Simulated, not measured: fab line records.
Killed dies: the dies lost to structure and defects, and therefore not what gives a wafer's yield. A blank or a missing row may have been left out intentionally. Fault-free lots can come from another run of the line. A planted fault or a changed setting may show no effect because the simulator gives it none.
fab line records	flow n5Finfet
record lots=11	wafers=33	lastDay=19
route steps=1938 shown BEOL_M3@998 PAD_METAL@1895 PASSIVATION@1910
lots untouched by any fault: they come from a run of this same line in which no faults occurred
startH: the number of hours between the record's first day and the start of the first shown wafer of the lot	waitH: hours from the lot's prior step to this one	" the same as in the row above	L1.1+2: a single row standing in for several wafers	- value missing, or start not given	* or withheld: withheld	< > ~ a bound
route shown NAME@n: NAME is a module with steps in the file, n the number in the route of the first one	usual: mean/standard deviation of fault-free wafers	same: alike in all rows	chamber/n: place in a boat	sites: the reading at each site	_std_site: the standard deviation of these	_edge_site: outer sites' mean less inner sites'	radiusMm: how far each site lies from the wafer's centre	mask NAME#n: copy n	behind: the tool/chamber that last shaped the wafer	hold: the reason the lot was held/the length of the hold in hours/how it ended	device: which transistor (n, p or np) failed to switch	end of line: the tests these same wafers got at the end of their route	step lacking rows: just its recipe	killed: dies lost to structure and defects at the first sort, not the wafer's yield	map: dies across one wafer; x = killed, . = not, _ = none there
set.NAME: the setting the step ran with; set.NAME@STEP: the setting that earlier step ran with	model.NAME: the simulator's own value behind a step, which no gauge read
route steps across a sampled set of lots; one table per step, one row per wafer
services: the hour from which a tool's chamber was out of use, counted from the record's first day as startH (under 0 if before that day), plus the number of hours and why
## steps
# step N5_BEOL_M3_SPUTTER_81
# recipe material=Cu	targetThkA=45	tempC=-20	chamberPressurePa=0.07	powerW=withheld	timeS=8.29
# usual throttleValvePct=29.9/1.1
lot.wafer	tool	chamber	startH	waitH	throttleValvePct
L938.1	pvdSputter-03	-	180.64	0.1	30.7
L938.3	"	-	"	"	28.6
L938.6	"	-	"	"	30.7
L939.2	pvdSputter-03	-	202.40	0.1	28.6
L939.4	"	-	"	"	30.6
L939.6	"	-	"	"	30.6
L945.1	pvdSputter-03	-	230.62	0.1	28.9
L945.3	"	-	"	"	30.7
L945.4	"	-	"	"	30.8
L946.3	pvdSputter-03	-	237.35	0.1	28.8
L946.4	"	-	"	"	30.5
L946.6	"	-	"	"	28.7
L947.2	pvdSputter-03	-	239.81	0.1	28.9
L947.4	"	-	"	"	30.6
L947.6	"	-	"	"	30.7
L951.1	pvdSputter-01	-	262.27	0.1	27.6
L951.2	"	-	"	"	30.8
L951.5	"	-	"	"	29.6
L955.1	pvdSputter-01	-	293.01	0.1	27.4
L955.2	"	-	"	"	29.9
L955.6	"	-	"	"	30.8
L956.1	pvdSputter-02	-	294.37	0.1	30.6
L956.2	"	-	"	"	31.8
L956.6	"	-	"	"	31.9
L958.1	pvdSputter-02	-	306.78	0.1	29.5
L958.2	"	-	"	"	29.6
L958.5	"	-	"	"	31.6
L960.2	pvdSputter-03	-	313.60	0.1	28.7
L960.4	"	-	"	"	30.7
L960.5	"	-	"	"	30.8
L961.2	pvdSputter-01	-	319.75	0.1	29.5
L961.3	"	-	"	"	30.8
L961.6	"	-	"	"	30.9
# step N5_PASSIVATION_SPUTTER_20
# recipe material=TaN	targetThkA=500	tempC=25	chamberPressurePa=0.4
# usual throttleValvePct=29.9/1
lot.wafer	tool	chamber	startH	waitH	throttleValvePct
L938.1	pvdSputter-02	-	301.15	0.0	29.6
L938.3	"	-	"	"	30.1
L938.6	"	-	"	"	29.8
L939.2	pvdSputter-03	-	335.07	0.0	29.1
L939.4	"	-	"	"	30.6
L939.6	"	-	"	"	30.8
L945.1	pvdSputter-01	-	370.36	0.0	30.0
L945.3	"	-	"	"	27.8
L945.4	"	-	"	"	30.8
L947.2	pvdSputter-02	-	375.55	0.0	31.8
L947.4	"	-	"	"	30.5
L947.6	"	-	"	"	29.7
L946.3	pvdSputter-02	-	375.93	0.0	29.8
L946.4	"	-	"	"	30.1
L946.6	"	-	"	"	30.3
L951.1	pvdSputter-01	-	386.53	0.0	27.7
L951.2	"	-	"	"	30.2
L951.5	"	-	"	"	30.1
L955.1	pvdSputter-01	-	434.76	0.0	27.7
L955.2	"	-	"	"	29.8
L955.6	"	-	"	"	29.6
L956.1	pvdSputter-03	-	435.27	0.0	28.8
L956.2	"	-	"	"	28.7
L956.6	"	-	"	"	30.5
L958.1	pvdSputter-03	-	448.79	0.0	28.3
L958.2	"	-	"	"	30.7
L958.5	"	-	"	"	29.3
L960.2	pvdSputter-01	-	456.29	0.0	27.6
L960.4	"	-	"	"	30.3
L960.5	"	-	"	"	27.7
L961.2	pvdSputter-01	-	456.63	0.0	30.9
L961.3	"	-	"	"	27.5
L961.6	"	-	"	"	29.8
# step N5_PASSIVATION_ETCH_59
# recipe chemistry=Cl2/BCl3	target=TaN	targetDepthA=650	timeS=34.9	ionEnergyEv=100	pressureMtorr=10	icpW=900	biasW=100	Cl2_flow_sccm=60	bcl3FlowSccm=30
# usual drypumpMotorCurrentA=5.3/0.37	oesProductAu=0.80/0.048	throttleValvePct=21.08/0.22
lot.wafer	tool	chamber	startH	waitH	drypumpMotorCurrentA	oesProductAu	rfHoursCounterH	throttleValvePct
L938.1	rieMetal-02	1	302.42	0.3	5.1	0.87	22	21.08
L938.3	"	1	"	"	5.1	0.86	-	21.07
L938.6	"	0	"	"	5.9	0.76	-	20.73
L939.2	rieMetal-02	1	336.76	0.3	5.1	0.84	26	21.10
L939.4	"	1	"	"	5.1	0.85	-	21.09
L939.6	"	0	"	"	5.9	0.73	-	20.76
L945.1	rieMetal-03	1	371.64	0.3	5.4	0.77	49	21.16
L945.3	"	0	"	"	5.0	0.84	-	20.93
L945.4	"	1	"	"	5.4	0.76	-	21.18
L947.2	rieMetal-01	1	376.69	0.3	5.6	0.87	13	21.47
L947.4	"	0	"	"	4.8	0.85	-	21.29
L947.6	"	1	"	"	5.6	0.87	-	21.47
L946.3	rieMetal-02	1	377.23	0.2	5.1	0.84	-	21.12
L946.4	"	0	"	"	5.9	0.74	-	20.77
L946.6	"	1	"	"	5.1	0.83	-	21.11
L951.1	rieMetal-03	1	388.00	0.3	5.4	0.76	50	21.17
L951.2	"	0	"	"	5.1	0.84	32	20.94
L951.5	"	1	"	"	5.4	0.77	-	21.15
L955.1	rieMetal-03	1	436.03	0.3	5.4	0.75	54	21.19
L955.2	"	0	"	"	5.0	0.81	36	20.95
L955.6	"	0	"	"	5.0	0.81	-	20.95
L956.1	rieMetal-01	0	436.47	0.3	4.8	0.82	17	21.29
L956.2	"	1	"	"	5.5	0.85	19	21.48
L956.6	"	0	"	"	4.8	0.83	-	21.28
L958.1	rieMetal-01	1	450.12	0.3	5.6	0.84	21	21.50
L958.2	"	0	"	"	4.8	0.81	18	21.31
L958.5	"	1	"	"	5.6	0.83	-	21.51
L960.2	rieMetal-03	1	457.50	0.3	5.4	0.74	57	21.20
L960.4	"	1	"	"	5.4	0.74	-	21.23
L960.5	"	0	"	"	5.0	0.80	-	20.98
L961.2	rieMetal-02	1	457.77	0.3	5.1	0.81	37	21.15
L961.3	"	1	"	"	5.1	0.80	-	21.13
L961.6	"	1	"	"	5.1	0.81	-	21.13
# step N5_PASSIVATION_ETCH_54
# recipe chemistry=CHF3/O2	target=SiO2	targetDepthA=8800	CHF3_flow_sccm=50	O2_flow_sccm=5	Ar_flow_sccm=200	timeS=440	maskMaterial=PR	pressureMtorr=30	sourceW=650	biasW=170	ionEnergyEv=200
# usual drypumpMotorCurrentA=5.9/0.49	oesProductAu=0.81/0.08	rfVppV=530/11	showerheadPlenumPTorr=2.42/0.097	throttleValvePct=18.7/0.32
lot.wafer	tool	chamber	startH	waitH	drypumpMotorCurrentA	oesProductAu	rfHoursCounterH	rfVppV	showerheadPlenumPTorr	throttleValvePct
L938.1	rieDiel-01	3	304.33	0.1	5.9	0.85	82	522	2.35	18.5
L938.3	"	0	"	"	6.4	0.69	239	512	2.48	19.2
L938.6	"	2	"	"	6.6	0.72	-	522	2.29	19.2
L939.2	rieDiel-04	1	338.27	0.1	6.4	0.82	70	536	2.45	18.6
L939.4	"	3	"	"	5.2	0.88	34	550	2.56	18.4
L939.6	"	0	"	"	6.0	0.71	-	521	2.40	19.3
L945.1	rieDiel-01	1	373.31	0.1	5.8	0.81	93	529	2.32	18.9
L945.3	"	0	"	"	6.4	0.98	6	511	2.48	18.9
L945.4	"	3	"	"	5.9	0.82	109	523	2.34	18.5
L947.2	rieDiel-03	3	378.52	0.1	6.5	0.91	18	522	2.45	18.4
L947.4	"	1	"	"	5.2	0.85	64	526	2.45	18.5
L947.6	"	0	"	"	5.7	0.88	-	533	2.56	18.5
L946.3	rieDiel-04	2	378.81	0.1	5.6	0.95	5	548	2.57	18.8
L946.4	"	1	"	"	6.4	0.80	86	536	2.44	18.6
L946.6	"	0	"	"	6.0	0.70	-	519	2.39	19.4
L951.1	rieDiel-03	0	389.58	0.1	5.6	0.87	40	533	2.56	18.5
L951.2	"	2	"	"	5.3	0.71	203	528	2.30	18.6
L951.5	"	3	"	"	6.5	0.89	-	521	2.45	18.4
L955.1	rieDiel-04	3	437.54	0.1	5.2	0.83	69	550	2.54	18.4
L955.2	"	1	"	"	6.4	0.78	105	534	2.43	18.6
L955.6	"	1	"	"	6.4	0.77	-	536	2.43	18.6
L956.1	rieDiel-04	0	438.13	0.1	6.0	0.68	231	520	2.38	19.4
L956.2	"	3	"	"	5.2	0.82	69	551	2.54	18.5
L956.6	"	0	"	"	6.0	0.69	-	522	2.38	19.4
L958.1	rieDiel-01	2	452.09	0.1	6.6	0.69	249	521	2.27	19.3
L958.2	"	3	"	"	5.9	0.79	138	523	2.33	18.5
L958.5	"	0	"	"	6.4	0.91	-	512	2.47	18.9
L960.2	rieDiel-04	1	459.16	0.1	6.4	0.78	114	536	2.43	18.6
L960.4	"	2	"	"	5.6	0.89	33	548	2.55	18.8
L960.5	"	1	"	"	6.4	0.77	-	535	2.43	18.6
L961.2	rieDiel-03	2	459.43	0.1	5.3	0.69	231	528	2.29	18.7
L961.3	"	0	"	"	5.6	0.84	70	533	2.55	18.6
L961.6	"	3	"	"	6.5	0.85	-	521	2.43	18.4
# step N5_PASSIVATION_PROBE_49
# usual defectLimitedYield=91.5/1.4	killed_at_M0_to_M3=34/11	killed_at_M4_up=15/6	killedAtContacts=11/5.9	killedAtFrontEnd=37/11	killedAtOther=3.6/2.9	killedDies=101/17	killedOnRim=13/4	killedOpen=66/12	killedShort=33/7.8	sort_bin_5_function=5.0/0.97	sort_bin_6_memory=3.2/0.65	sort_bin_8_speed=0.02/0.2	sortNPass=1079/17	sortYieldPct=91.4/1.4
# same grossDies=1180	killedAtBackSide=0	sort_bin_4_leakage[%]=0
lot.wafer	tool	chamber	startH	waitH	defectLimitedYield[%]	killed_at_M0_to_M3	killed_at_M4_up	killedAtContacts	killedAtFrontEnd	killedAtOther	killedDies	killedOnRim	killedOpen	killedShort	sort_bin_5_function[%]	sort_bin_6_memory[%]	sort_bin_8_speed[%]	sortNPass	sortYieldPct[%]
L938.1	prober-02	-	307.11	0.0	91.9	32	14	10	34	5	95	14	52	42	5.0	2.4	0	1085	91.9
L938.3	prober-02	-	307.21	0.1	90.4	55	9	6	35	8	113	11	74	36	4.7	4.1	0	1067	90.4
L938.6	prober-02	-	307.36	0.3	92.0	35	17	9	30	3	94	11	52	36	4.1	3.4	0	1086	92.0
L939.2	prober-02	-	341.11	0.1	91.2	27	19	15	36	7	104	15	78	26	5.6	2.9	0	1076	91.2
L939.4	prober-02	-	341.21	0.2	93.1	20	15	4	35	7	81	3	53	27	4.3	2.3	0	1099	93.1
L939.6	prober-02	-	341.31	0.3	90.4	47	20	13	33	0	113	21	83	29	6.4	3.0	2.37	1039	88.1
L947.2	prober-01	-	381.43	0.1	82.5	122	9	15	58	2	206	27	81	29	11.3	3.1	0	974	82.5
L947.4	prober-01	-	381.53	0.2	85.9	92	12	22	39	1	166	30	66	24	8.7	3.1	0	1014	85.9
L947.6	prober-01	-	381.63	0.3	83.7	125	12	11	44	0	192	35	77	35	10.1	3.4	0	988	83.7
L946.3	prober-02	-	381.69	0.1	83.1	132	10	9	47	1	199	32	69	25	9.2	4.8	0	981	83.1
L946.4	prober-02	-	381.74	0.2	85.6	116	21	6	22	5	170	30	68	26	8.8	3.4	0	1010	85.6
L946.6	prober-02	-	381.84	0.3	84.2	136	19	5	24	2	186	26	60	25	9.6	3.3	0	994	84.2
L956.1	prober-01	-	440.92	0.0	92.5	28	22	9	26	3	88	15	52	34	4.6	2.5	0.42	1087	92.1
L956.2	prober-01	-	440.97	0.1	89.2	53	21	8	44	2	128	12	79	48	6.5	3.9	0	1052	89.2
L956.6	prober-01	-	441.17	0.3	91.9	21	21	24	28	2	96	12	61	33	4.9	3.1	0	1084	91.9
L958.1	prober-01	-	454.88	0.0	89.3	48	17	19	38	4	126	21	70	51	5.6	4.2	0	1054	89.3
L958.2	prober-01	-	454.93	0.1	92.4	34	13	8	33	2	90	12	53	33	4.1	3.1	0	1090	92.4
L958.5	prober-01	-	455.08	0.2	90.5	55	20	6	30	1	112	13	82	29	5.1	4.2	0.08	1067	90.4
# killed by level:class
L938.1 BEOL_M0_SAQP:geometricParticle:short=9 BEOL_M2:geometricParticle:open=9 FIN_SAQP:geometricParticle:short=8 MOL_CONTACT_COAG:geometricParticle:open=7 BEOL_M5:geometricParticle:open=6 ILD0:geometricParticle:short=5 BEOL_M0:geometricParticle:open=5 ILD0:geometricParticle:open=4
L938.3 BEOL_M0_SAQP:geometricParticle:open=12 BEOL_M1:geometricParticle:open=12 BEOL_M2:geometricParticle:open=11 BEOL_M0_SAQP:geometricParticle:short=9 FIN_SAQP:geometricParticle:open=6 MOL_CONTACT_COAG:geometricParticle:open=6 STI_FIN_REVEAL:geometricParticle:open=4 DUMMY_GATE:geometricParticle:open=4
L938.6 BEOL_M0_SAQP:geometricParticle:short=11 BEOL_M0_SAQP:geometricParticle:open=8 BEOL_M2:geometricParticle:open=8 BEOL_M4:geometricParticle:open=6 FIN_SAQP:geometricParticle:short=5 GATE_CUT:geometricParticle:short=5 MOL_CONTACT_COAG:geometricParticle:open=5 STARTING-WAFER:geometricParticle:short=4
L939.2 MOL_CONTACT_COAG:geometricParticle:open=13 STI_FIN_REVEAL:geometricParticle:open=12 BEOL_M3:geometricParticle:open=10 BEOL_M4:geometricParticle:open=8 DUMMY_GATE:geometricParticle:open=6 BEOL_M3:geometricParticle:short=5 BEOL_M0_SAQP:geometricParticle:short=4 BEOL_M0_SAQP:geometricParticle:open=4
L939.4 FIN_SAQP:geometricParticle:open=6 BEOL_M5:geometricParticle:open=6 STI_FIN_REVEAL:geometricParticle:open=5 BEOL_M0_SAQP:geometricParticle:open=5 BEOL_M1:geometricParticle:open=5 FIN_SAQP:geometricParticle:short=4 DUMMY_GATE:geometricParticle:short=3 DUMMY_GATE:geometricParticle:open=3
L939.6 BEOL_M4:geometricParticle:open=13 BEOL_M2:geometricParticle:open=13 MOL_CONTACT_COAG:geometricParticle:open=12 BEOL_M0_SAQP:geometricParticle:open=8 BEOL_M3:geometricParticle:open=8 BEOL_M0_SAQP:geometricParticle:short=7 DUMMY_GATE:geometricParticle:open=5 STI_FIN_REVEAL:geometricParticle:open=4
L947.2 BEOL_M3:unspecified=95 FIN_SAQP:geometricParticle:open=29 MOL_CONTACT_COAG:geometricParticle:open=13 FIN_SAQP:geometricParticle:short=8 BEOL_M0_SAQP:geometricParticle:short=6 BEOL_M3:geometricParticle:open=6 STI_FIN_REVEAL:geometricParticle:open=5 BEOL_M2:geometricParticle:open=4
L947.4 BEOL_M3:unspecified=75 MOL_CONTACT_COAG:geometricParticle:open=20 STI_FIN_REVEAL:geometricParticle:open=12 FIN_SAQP:geometricParticle:open=7 FIN_SAQP:geometricParticle:short=5 BEOL_M0_SAQP:geometricParticle:short=5 DUMMY_GATE:geometricParticle:open=4 BEOL_M3:geometricParticle:open=4
L947.6 BEOL_M3:unspecified=77 BEOL_M0_SAQP:geometricParticle:open=13 FIN_SAQP:geometricParticle:short=12 FIN_SAQP:geometricParticle:open=9 BEOL_M3:geometricParticle:open=9 MOL_CONTACT_COAG:geometricParticle:open=8 BEOL_M0_SAQP:geometricParticle:short=8 BEOL_M1:geometricParticle:open=8
L946.3 BEOL_M3:unspecified=102 STI_FIN_REVEAL:geometricParticle:open=20 BEOL_M1:geometricParticle:open=9 BEOL_M3:geometricParticle:open=7 MOL_CONTACT_COAG:geometricParticle:open=6 BEOL_M0_SAQP:geometricParticle:short=6 FIN_SAQP:geometricParticle:open=5 BEOL_M0_SAQP:geometricParticle:open=5
L946.4 BEOL_M3:unspecified=76 BEOL_M1:geometricParticle:open=14 BEOL_M2:geometricParticle:open=8 BEOL_M3:geometricParticle:open=7 BEOL_M4:geometricParticle:open=7 DUMMY_GATE:geometricParticle:open=5 MOL_CONTACT_COAG:geometricParticle:open=5 BEOL_M0_SAQP:geometricParticle:short=4
L946.6 BEOL_M3:unspecified=101 BEOL_M3:geometricParticle:open=10 DUMMY_GATE:geometricParticle:open=9 BEOL_M1:geometricParticle:open=9 BEOL_M0_SAQP:geometricParticle:short=7 BEOL_M4:geometricParticle:open=6 MOL_CONTACT_COAG:geometricParticle:open=5 ILD0:geometricParticle:short=4
L956.1 FIN_SAQP:geometricParticle:short=9 BEOL_M4:geometricParticle:open=9 MOL_CONTACT_COAG:geometricParticle:open=8 BEOL_M2:geometricParticle:open=6 BEOL_M5:geometricParticle:open=5 BEOL_M0_SAQP:geometricParticle:short=5 BEOL_M2:geometricParticle:short=5 FIN_SAQP:geometricParticle:open=4
L956.2 BEOL_M0_SAQP:geometricParticle:open=17 BEOL_M0_SAQP:geometricParticle:short=16 STI_FIN_REVEAL:geometricParticle:open=15 FIN_SAQP:geometricParticle:short=9 BEOL_M4:geometricParticle:open=9 BEOL_M1:geometricParticle:open=7 BEOL_M2:geometricParticle:open=7 MOL_CONTACT_COAG:geometricParticle:open=4
L956.6 MOL_CONTACT_COAG:geometricParticle:open=17 BEOL_M4:geometricParticle:open=13 FIN_SAQP:geometricParticle:short=8 STI_FIN_REVEAL:geometricParticle:open=6 MOL_CONTACT_COAG:geometricParticle:short=6 BEOL_M0_SAQP:geometricParticle:short=5 BEOL_M3:geometricParticle:open=4 BEOL_M0_SAQP:geometricParticle:open=3
L958.1 BEOL_M0_SAQP:geometricParticle:short=16 MOL_CONTACT_COAG:geometricParticle:open=14 BEOL_M0_SAQP:geometricParticle:open=12 STI_FIN_REVEAL:geometricParticle:open=9 BEOL_M3:geometricParticle:open=8 GATE_CUT:geometricParticle:short=6 GATE_CUT:geometricParticle:open=6 BEOL_M4:geometricParticle:open=6
L958.2 BEOL_M0_SAQP:geometricParticle:short=15 STI_FIN_REVEAL:geometricParticle:open=9 BEOL_M0_SAQP:geometricParticle:open=7 BEOL_M4:geometricParticle:open=7 STARTING-WAFER:geometricParticle:open=6 MOL_CONTACT_COAG:geometricParticle:open=5 FIN_SAQP:geometricParticle:open=4 GATE_CUT:geometricParticle:short=4
L958.5 BEOL_M0_SAQP:geometricParticle:open=15 BEOL_M4:geometricParticle:open=15 STI_FIN_REVEAL:geometricParticle:open=9 BEOL_M0_SAQP:geometricParticle:short=9 BEOL_M1:geometricParticle:open=8 BEOL_M3:geometricParticle:open=8 FIN_SAQP:geometricParticle:short=6 MOL_CONTACT_COAG:geometricParticle:open=6
## services
tool	chamber	startH	hours	kind
rieDiel-04	1	156.64	-	clean
rieDiel-04	1	156.64	-	consumableReplace:focusRing
rieDiel-04	1	156.64	21.8	scheduledDown
rieDiel-04	1	156.64	21.8	ventCycle
rieDiel-04	0	159.67	9.2	repair
rieDiel-04	3	166.89	6.3	repair
rieDiel-01	2	196.01	16.2	repair
rieMetal-02	-	204.92	0.7	repair
rieMetal-02	-	224.20	0.5	repair
pvdSputter-02	-	228.43	5.9	repair
rieDiel-01	0	236.26	2.0	repair
rieDiel-01	1	242.72	9.3	repair
rieDiel-03	1	252.93	10.3	repair
rieMetal-02	1	279.14	2.2	repair
rieDiel-04	2	296.24	7.2	repair
rieDiel-03	0	346.69	3.6	repair
rieDiel-03	3	355.22	1.7	repair
rieDiel-03	0	357.58	3.6	repair
rieDiel-04	0	357.66	5.9	repair
rieDiel-03	-	374.21	0.7	repair
pvdSputter-02	-	382.94	2.5	repair
rieMetal-02	-	393.96	1.2	repair
rieMetal-02	-	409.72	1.9	repair
rieDiel-01	-	443.95	0.1	repair
## key
firstSign step=N5_PASSIVATION_PROBE_49	reading=killed_at_M0_to_M3	direction=up	sigmas=7.9	usual=34	struck=120
effect step=N5_PASSIVATION_PROBE_49	reading=defectLimitedYield	direction=down	sigmas=5.2	usual=91.5	struck=84.2
moreKillsBornAt N5_BEOL_M3_SPUTTER_81@pvdSputter-03=526
metAt N5_BEOL_M3_SPUTTER_81
struckLots L946,L947
notActingAt N5_PASSIVATION_SPUTTER_20,N5_PASSIVATION_ETCH_59,N5_PASSIVATION_ETCH_54
onsetBetween 230.62 237.35
fault kind=chamberParticleSource	tool=pvdSputter-03	chamber=-	onsetH=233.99	steps=N5_BEOL_M3_SPUTTER_81	ratePerVisitCm2=1.465	endH=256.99
